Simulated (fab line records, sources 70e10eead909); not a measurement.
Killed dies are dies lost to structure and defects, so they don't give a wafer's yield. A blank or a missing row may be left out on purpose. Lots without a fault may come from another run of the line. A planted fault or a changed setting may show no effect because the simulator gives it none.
fab line records | flow nand_harc
record lots=6 wafers=18 last_day=31
route steps=1302 shown P_CONTACT@248 P_M0@253 END@1302
lots that met no fault: from a run of the same line without faults
start_h: hours from the record's first day to the start of the lot's first wafer shown | wait_h: hours since the lot's step before | " the same as in the row above | L1.1+2: a row that stands for several wafers | - no value, or no start given | * or withheld: withheld | < > ~ a bound
route shown NAME@n: a module of which the file shows steps, and the number in the route of the first | usual: mean/standard deviation of fault-free wafers | same: alike in all rows | chamber/n: place in a boat | sites: the reading at each site | _std_site: their standard deviation | _edge_site: outer sites' mean less inner sites' | radius_mm: how far each site lies from the wafer's centre | mask NAME#n: copy n | behind: the tool/chamber that last shaped the wafer | hold: why the lot was held/for how many hours/how that ended | device: the transistor (n, p or np) that didn't switch | end of line: the same wafers' tests at the end of the route | a step without rows: its recipe alone | killed: dies lost to structure and defects at the first sort, not the wafer's yield | map: a wafer's dies, x killed, . not, _ none there
set.NAME: the setting as run; set.NAME@STEP: as run at that earlier step | model.NAME: the simulator's own value behind a step, which no gauge read
lots at some steps of the route; a table a step, a row a wafer
services: from which hour (start_h, from the record's first day; less than 0 if before it) a tool's chamber was out of use, for how many hours, and why
## steps
# step NHARC_P_CONTACT_CVD_23
# recipe target_thk_a=2000 temp_c=300 pressure_torr=40 wf6_flow_sccm=40 h2_flow_sccm=1600 ar_flow_sccm=1560 time_s=557 material=W
# usual heater_power_w=480/42 mfc_wf6_sccm=39.99/0.12 throttle_valve_pct=8.00/0.25
# columns lot.wafer tool chamber start_h wait_h heater_power_w mfc_wf6_sccm throttle_valve_pct
L934.1 cvd_w-01 1 - - 516 40.05 7.95
L934.2 " 0 " " 489 40.15 8.51
L934.3 " 1 " " 514 39.73 7.86
L938.1 cvd_w-02 0 - - 506 39.82 7.79
L938.4 " 1 " " 420 39.97 8.13
L938.5 " 1 " " 418 40.13 8.12
L941.2 cvd_w-02 1 - - 422 39.90 7.89
L941.6 " 1 " " 415 40.09 7.90
L941.5 " 0 " " 510 40.03 7.88
L944.2 cvd_w-02 0 - - 511 40.10 8.03
L944.1 " 1 " " 414 39.87 7.87
L944.4 " 1 " " 422 39.96 7.62
L947.2 cvd_w-02 0 - - 515 40.15 8.12
L947.3 " 1 " " 420 40.03 7.60
L947.6 " 1 " " 414 39.94 7.75
L948.2 cvd_w-02 1 - - 411 40.08 7.68
L948.4 " 1 " " 414 40.10 7.87
L948.6 " 0 " " 507 39.92 7.71
# step NHARC_P_CONTACT_CMP_24
# recipe t_overpolish_s=30 target_thk_nm=200
# usual motor_current_A=12.0/0.99 overpolish_run_s=30.001/0.0086 time_to_endpoint_s=41/3.4
# columns lot.wafer tool chamber start_h wait_h motor_current_A overpolish_run_s time_to_endpoint_s
L934.1 cmp-04 0 182.95 0.6 11.5 30.009 36
L934.2 " 1 " " 11.4 29.990 43
L934.3 " 2 " " 11.2 30.006 39
L938.1 cmp-04 0 217.42 0.5 11.5 30.008 34
L938.4 " 3 " " 13.6 30.016 42
L938.5 " 0 " " 11.5 30.000 36
L941.2 cmp-04 1 262.32 0.6 11.4 30.005 45
L941.5 " 1 " " 11.7 29.996 44
L941.6 " 2 " " 10.9 29.995 43
L944.1 cmp-03 1 283.09 0.5 14.1 29.996 41
L944.4 " 3 " " 10.6 30.008 42
L944.2 " 0 " " 13.6 30.004 35
L947.3 cmp-03 2 306.95 0.4 10.3 29.990 47
L947.2 " 3 " " 10.7 30.009 48
L947.6 " 2 " " 11.3 30.002 46
L948.2 cmp-03 1 319.53 0.5 14.0 30.001 40
L948.4 " 3 " " 10.8 30.009 41
L948.6 " 0 " " 12.9 29.997 36
# step NHARC_P_CONTACT_SRD_26
# step NHARC_P_CONTACT_INSPECT_27
# usual raw_defect_count=307/120
# columns lot.wafer tool chamber start_h wait_h raw_defect_count
L934.1 defect_inspect-01 - 183.35 0.1 376
L934.2 " - " " 232
L934.3 " - " " 453
L938.1 defect_inspect-01 - 217.82 0.1 190
L938.4 " - " " 323
L938.5 " - " " 274
L941.2 defect_inspect-02 - 262.74 0.1 161
L941.5 " - " " 231
L941.6 " - " " 229
L944.1 defect_inspect-01 - 283.49 0.1 447
L944.2 " - " " 309
L944.4 " - " " 378
L947.2 defect_inspect-02 - 307.33 0.1 328
L947.3 " - " " 368
L947.6 " - " " 425
L948.2 defect_inspect-01 - 319.90 0.1 225
L948.4 " - " " 260
L948.6 " - " " 294
# step NHARC_P_M0_DEP_00
# recipe target_thk_a=1500 target_thk_nm=150 temp_c=withheld pressure_torr=5 flow_sccm=200 rf_w=600 material=SiOC
# step NHARC_P_M0_DEHYDRATE_01
# recipe temp_c=150 time_s=120
# step NHARC_P_M0_HMDS_02
# recipe time_s=30
# step NHARC_P_M0_COAT_33
# recipe temp_c=200 time_s=65
# step NHARC_P_M0_COAT_03
# recipe spin_rpm=1500 resist_thk_nm=90
# step NHARC_P_M0_SOFTBAKE_04
# recipe temp_c=105 time_s=55
# step NHARC_P_M0_EBR_05
# step NHARC_P_M0_EXPOSE_06
# recipe na=1.35 target_cd_nm=90 dose_mj=81.28 mask_id=P_M0
# usual exposure_dose_mJ_cm2=81.28/0.15 reticle_temp_C=23.01/0.096
# columns lot.wafer tool chamber start_h wait_h mask exposure_dose_mJ_cm2 reticle_temp_C
L934.1 arfi_scanner-03 0 183.99 - P_M0#0 78.96 23.02
L934.2 " 0 " " P_M0#0 79.07 22.98
L934.3 " 0 " " P_M0#0 79.03 22.86
L938.1 arfi_scanner-03 0 218.58 - P_M0#0 79.27 23.06
L938.4 " 0 " " P_M0#0 79.31 23.09
L938.5 " 0 " " P_M0#0 79.29 23.04
L941.2 arfi_scanner-02 0 263.51 - P_M0#0 81.11 22.88
L941.5 " 0 " " P_M0#0 81.20 22.88
L941.6 " 0 " " P_M0#0 81.09 23.03
L944.1 arfi_scanner-01 0 284.24 - P_M0#0 81.47 23.08
L944.2 " 0 " " P_M0#0 81.68 22.91
L944.4 " 0 " " P_M0#0 81.46 22.86
L947.2 arfi_scanner-02 0 308.10 - P_M0#0 81.25 22.96
L947.3 " 0 " " P_M0#0 81.13 22.97
L947.6 " 0 " " P_M0#0 81.20 23.08
L948.2 arfi_scanner-01 0 320.67 - P_M0#0 81.40 23.08
L948.4 " 0 " " P_M0#0 81.45 22.95
L948.6 " 0 " " P_M0#0 81.39 23.13
# step NHARC_P_M0_PEB_07
# recipe peb_temp_c=100 peb_time_s=65
# step NHARC_END_SORT_01
# recipe temp_c=25
# usual defect_limited_yield=91.7/2.5 killed_at_array=52/18 killed_at_other=1.0/1.4 killed_at_periphery=3.1/2.3 killed_dies=56/17 killed_open=3.0/1.7 killed_short=2.5/1.7 sort_bin_2_pct=3.0/1.1 sort_bin_3_pct=0.6/0.36 sort_bin_4_pct=4.8/1.4 sort_n_pass=621/17 sort_rim_yield_pct=91/4.6 sort_yield_pct=91.7/2.5
# same gross_dies=677 sort_bin_5_pct[%]=0 sort_bin_6_pct[%]=0 sort_bin_7_pct[%]=0 sort_bin_8_pct[%]=0 sort_rim_n_gross=106.00
# columns lot.wafer tool chamber start_h wait_h defect_limited_yield[%] killed_at_array killed_at_other killed_at_periphery killed_dies killed_open killed_short sort_bin_2_pct[%] sort_bin_3_pct[%] sort_bin_4_pct[%] sort_n_pass sort_rim_yield_pct[%] sort_yield_pct[%]
L934.1 prober-02 0 620.91 2.5 90.1 66 0 1 67 1 0 5.0 0.9 4.0 610 94 90.1
L934.2 prober-02 0 621.71 2.8 90.5 61 2 1 64 6 1 3.5 0.7 5.2 613 82 90.5
L934.3 prober-02 0 622.51 3.1 90.3 65 0 1 66 0 5 4.1 0.1 5.5 611 87 90.3
L938.1 prober-01 0 657.89 2.5 90.4 63 2 0 65 3 5 3.1 0.7 5.8 612 90 90.4
L938.4 prober-01 0 660.31 3.4 92.0 50 0 4 54 8 3 2.8 0.7 4.4 623 93 92.0
L938.5 prober-01 0 661.12 3.7 90.0 64 1 3 68 4 5 3.4 1.0 5.6 609 93 90.0
L941.2 prober-01 0 692.22 2.8 92.5 48 0 3 51 6 3 3.1 0.9 3.5 626 90 92.5
L941.5 prober-01 0 694.61 3.7 90.3 60 1 5 66 4 2 4.1 0 5.6 611 88 90.3
L941.6 prober-01 0 695.40 4.0 92.2 48 0 5 53 5 3 2.7 0.4 4.7 624 91 92.2
L944.1 prober-02 0 717.65 2.5 93.6 35 1 7 43 4 2 1.8 0.7 3.8 634 91 93.6
L944.2 prober-02 0 718.45 2.8 93.6 33 0 10 43 0 4 2.2 0.3 3.8 634 98 93.6
L944.4 prober-02 0 720.05 3.4 92.8 36 2 11 49 2 1 2.8 0 4.4 628 92 92.8
L947.2 prober-02 0 739.21 2.8 92.6 42 2 6 50 2 1 2.7 0.7 4.0 627 87 92.6
L947.3 prober-02 0 740.02 3.1 90.3 52 1 13 66 1 2 3.5 0 6.2 611 96 90.3
L947.6 prober-02 0 742.46 4.1 92.3 47 2 3 52 2 2 3.2 0.3 4.1 625 94 92.3
L948.2 prober-01 0 746.94 2.8 90.4 63 0 2 65 4 3 3.4 1.0 5.2 612 91 90.4
L948.4 prober-01 0 748.52 3.4 89.7 68 0 2 70 3 5 4.1 1.2 5.0 607 85 89.7
L948.6 prober-01 0 750.10 4.0 90.0 65 1 2 68 4 0 3.8 0.7 5.5 609 87 90.0
# killed by level:class
L934.1 A_CHANNEL_HOLE_D2:chamber_film_flake=29 A_SLIT:chamber_film_flake=24 A_SGD_CUT:chamber_film_flake=5 A_CONTACT:chamber_film_flake=3 A_CHANNEL_HOLE_D1:chamber_film_flake=2 A_SOURCE_PLATE:geometric_particle:open=1 P_ZERO_WELL:chamber_film_flake=1 A_CHANNEL_FILL_D2:chamber_film_flake=1
L934.2 A_SLIT:chamber_film_flake=25 A_CHANNEL_HOLE_D2:chamber_film_flake=15 A_CHANNEL_FILL_D2:chamber_film_flake=5 A_SGD_CUT:chamber_film_flake=5 A_CHANNEL_HOLE_D1:chamber_film_flake=3 A_ONON_D1:geometric_particle:open=2 STARTING-WAFER:geometric_particle:open=2 A_CONTACT:chamber_film_flake=2
L934.3 A_SLIT:chamber_film_flake=27 A_CHANNEL_HOLE_D2:chamber_film_flake=19 A_CHANNEL_HOLE_D1:chamber_film_flake=4 A_CONTACT:chamber_film_flake=4 A_SGD_CUT:chamber_film_flake=4 A_CHANNEL_FILL_D2:chamber_film_flake=2 P_STI:geometric_particle:short=1 A_ONON_D1:geometric_particle:short=1
L938.1 A_SLIT:chamber_film_flake=23 A_CHANNEL_HOLE_D2:chamber_film_flake=20 A_CHANNEL_HOLE_D1:chamber_film_flake=4 A_STAIRCASE:chamber_film_flake=3 A_CHANNEL_FILL_D2:chamber_film_flake=2 THIN_TSV:chamber_film_flake=2 A_DECK1_JOINT:geometric_particle:open=1 A_DECK1_JOINT:geometric_particle:short=1
L938.4 A_SLIT:chamber_film_flake=23 A_CHANNEL_HOLE_D2:chamber_film_flake=11 A_STAIRCASE:chamber_film_flake=6 P_CONTACT:geometric_particle:open=2 P_M0:geometric_particle:short=1 P_M0:geometric_particle:open=1 A_CHANNEL_HOLE_D1:geometric_particle:open=1 A_CHANNEL_FILL_D1:geometric_particle:open=1
L938.5 A_SLIT:chamber_film_flake=32 A_CHANNEL_HOLE_D2:chamber_film_flake=14 A_CHANNEL_HOLE_D1:chamber_film_flake=4 A_CHANNEL_FILL_D1:chamber_film_flake=3 A_STAIRCASE:chamber_film_flake=3 P_CONTACT:geometric_particle:short=1 P_M0:geometric_particle:open=1 P_M1:geometric_particle:open=1
L941.2 A_SLIT:chamber_film_flake=27 A_CHANNEL_HOLE_D1:chamber_film_flake=8 A_ONON_D2:geometric_particle:open=3 A_CONTACT:chamber_film_flake=2 P_GATE:geometric_particle:open=1 A_CHANNEL_HOLE_D1:geometric_particle:short=1 A_DECK1_JOINT:geometric_particle:open=1 A_CHANNEL_FILL_D2:geometric_particle:short=1
L941.5 A_SLIT:chamber_film_flake=36 A_CHANNEL_HOLE_D1:chamber_film_flake=11 A_CONTACT:chamber_film_flake=4 A_M1:chamber_film_flake=4 P_ZERO_WELL:chamber_film_flake=2 P_CONTACT:geometric_particle:short=1 P_M1:geometric_particle:open=1 A_CHANNEL_FILL_D2:geometric_particle:open=1
L941.6 A_SLIT:chamber_film_flake=26 A_CHANNEL_HOLE_D1:chamber_film_flake=9 A_CONTACT:chamber_film_flake=3 P_GATE:chamber_film_flake=2 P_M0:geometric_particle:open=1 P_M1:geometric_particle:open=1 A_ONON_D1:geometric_particle:open=1 A_CHANNEL_FILL_D1:geometric_particle:open=1
L944.1 A_CHANNEL_HOLE_D2:chamber_film_flake=16 A_CHANNEL_HOLE_D1:chamber_film_flake=7 A_CONTACT:chamber_film_flake=3 A_M0:chamber_film_flake=3 P_GATE:chamber_film_flake=2 P_BONDPAD:chamber_film_flake=2 A_SLIT:chamber_film_flake=2 P_GATE:geometric_particle:short=1
L944.2 A_CHANNEL_HOLE_D2:chamber_film_flake=16 P_BONDPAD:chamber_film_flake=6 A_CHANNEL_HOLE_D1:chamber_film_flake=6 A_SLIT:chamber_film_flake=4 P_GATE:chamber_film_flake=3 A_M0:geometric_particle:short=2 P_M0:geometric_particle:short=1 A_ONON_D2:geometric_particle:short=1
L944.4 A_CHANNEL_HOLE_D2:chamber_film_flake=16 A_CHANNEL_HOLE_D1:chamber_film_flake=12 P_GATE:chamber_film_flake=5 P_BONDPAD:chamber_film_flake=4 A_CONTACT:chamber_film_flake=4 A_M0:chamber_film_flake=2 THIN_TSV:chamber_film_flake=2 P_CONTACT:geometric_particle:open=1
L947.2 A_CHANNEL_HOLE_D1:chamber_film_flake=22 A_SLIT:chamber_film_flake=6 A_CONTACT:chamber_film_flake=5 P_CONTACT:chamber_film_flake=3 A_BONDPAD:chamber_film_flake=3 A_CHANNEL_FILL_D1:geometric_particle:open=2 P_M2:chamber_film_flake=2 THIN_TSV:chamber_film_flake=2
L947.3 A_CHANNEL_HOLE_D1:chamber_film_flake=33 P_M2:chamber_film_flake=5 A_SLIT:chamber_film_flake=5 A_CONTACT:chamber_film_flake=5 P_CONTACT:chamber_film_flake=4 A_WL_FILL:chamber_film_flake=4 P_ZERO_WELL:chamber_film_flake=2 P_CONTACT:geometric_particle:short=1
L947.6 A_CHANNEL_HOLE_D1:chamber_film_flake=26 A_CONTACT:chamber_film_flake=6 A_CHANNEL_HOLE_D2:chamber_film_flake=5 A_SLIT:chamber_film_flake=3 A_M0:geometric_particle:open=2 A_WL_FILL:chamber_film_flake=2 THIN_TSV:chamber_film_flake=2 A_ONON_D1:geometric_particle:short=1
L948.2 A_CHANNEL_HOLE_D2:chamber_film_flake=19 A_SLIT:chamber_film_flake=18 A_CHANNEL_HOLE_D1:chamber_film_flake=12 A_STAIRCASE:chamber_film_flake=5 A_CONTACT:chamber_film_flake=3 A_CHANNEL_FILL_D1:geometric_particle:open=2 P_GATE:geometric_particle:open=1 P_CONTACT:geometric_particle:open=1
L948.4 A_CHANNEL_HOLE_D2:chamber_film_flake=22 A_SLIT:chamber_film_flake=20 A_CHANNEL_HOLE_D1:chamber_film_flake=9 A_STAIRCASE:chamber_film_flake=6 A_CONTACT:chamber_film_flake=3 A_ONON_D2:geometric_particle:short=2 A_DECK1_JOINT:chamber_film_flake=2 P_CONTACT:geometric_particle:short=1
L948.6 A_SLIT:chamber_film_flake=27 A_CHANNEL_HOLE_D2:chamber_film_flake=19 A_CHANNEL_HOLE_D1:chamber_film_flake=7 A_STAIRCASE:chamber_film_flake=6 A_DECK1_JOINT:chamber_film_flake=2 P_CONTACT:geometric_particle:open=1 A_DECK1_JOINT:geometric_particle:open=1 A_WL_FILL:geometric_particle:open=1
## services
# columns tool chamber start_h hours kind
cmp-03 - 162.00 4.0 pm
cmp-03 - 166.00 - consumable_replace:conditioner
arfi_scanner-01 - 166.63 6.8 repair
arfi_scanner-02 - 172.34 0.5 repair
cvd_w-01 - 177.29 0.6 repair
arfi_scanner-02 - 184.10 0.6 repair
cvd_w-01 - 185.03 13.0 pm
arfi_scanner-02 - 192.11 0.3 repair
arfi_scanner-03 - 198.45 4.0 pm
cmp-04 - 209.00 4.0 pm
cvd_w-01 1 230.96 2.5 repair
arfi_scanner-01 - 252.00 4.0 pm
cmp-03 - 260.00 4.0 pm
cvd_w-02 - 269.00 13.0 pm
cvd_w-02 0 269.00 13.0 vent_cycle
cvd_w-02 1 269.00 13.0 vent_cycle
arfi_scanner-03 - 277.78 0.3 repair
cmp-04 - 277.85 1.9 repair
cvd_w-02 0 282.00 - clean
cvd_w-02 1 282.00 - clean
arfi_scanner-02 - 287.15 0.8 repair
cmp-04 - 307.00 4.0 pm
arfi_scanner-03 - 307.16 0.5 repair
arfi_scanner-02 - 310.85 21.4 repair
## key
first_sign step=NHARC_P_M0_EXPOSE_06 reading=exposure_dose_mJ_cm2 direction=down sigmas=14 usual=81.28 struck=79.16
effect none on later readings
met_at NHARC_P_M0_EXPOSE_06
struck_wafers L934.1,L934.2,L934.3,L938.1,L938.4,L938.5
loop_trim step=NHARC_P_M0_EXPOSE_06 setting=dose lots=L938
fault kind=process_parameter_drift tool=arfi_scanner-03 chamber=- onset_h=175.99 steps=NHARC_P_M0_EXPOSE_06 channel=dose_mj offset=-2.2213 shape=step acts_in=these_recipes_only stated=81.28
# loop_trim: a control loop set the setting to another value than it would have without faults
